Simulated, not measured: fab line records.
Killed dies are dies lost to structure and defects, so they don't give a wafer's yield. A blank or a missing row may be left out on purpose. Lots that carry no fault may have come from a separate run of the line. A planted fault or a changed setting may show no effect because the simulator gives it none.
Chamber matching -- flow nand harc -- 4 sister chambers for NHARC_THIN_TSV_ETCHBACK_48 on rie diel-11
The step etches the open film in C4F8/Ar, target depth 1028.5 nm, time 405.17 s. 4 wafers are shown with their chamber, then 9 later ones without.

== WAFERS, EACH WITH ITS CHAMBER ==
wafer,chamber,rf vpp V (V)
L852.3,1,548
L853.2,0,543
L853.3,3,542
L853.6,2,551

== WAFERS WHOSE CHAMBER IS MISSING ==
wafer,rf vpp V (V)
L858.1,553
L858.2,544
L858.3,543
L859.1,550
L859.2,544
L859.6,543
L860.1,542
L860.3,542
L860.5,545

== EACH ONE'S CHAMBER ==
wafer,from the rows above,in truth
L858.1,2,2
L858.2,can't be placed: 0 or 3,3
L858.3,can't be placed: 0 or 3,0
L859.1,can't be placed: 2 or 1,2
L859.2,can't be placed: 0 or 3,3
L859.6,can't be placed: 0 or 3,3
L860.1,can't be placed: 3 or 0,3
L860.3,can't be placed: 3 or 0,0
L860.5,can't be placed: 0 or 1 or 3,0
Correctly placed: 1 of 9. Not placeable from these rows: 8 (in 8, the candidates include the true chamber). Wrongly placed: 0.
How it was worked out, from the rows above alone: a wafer's distance from a chamber is the root of the sum, over the readings, of the square of ((its reading less the chamber's mean) divided by the reading's scatter). If the next closest chamber is less than 2 further off than the closest, the wafer can't be placed; otherwise it belongs to the closest. A chamber's mean is the mean of its shown wafers. The scatter: root of mean squared gap, hidden wafer to nearest shown wafer, with one shown wafer a chamber.
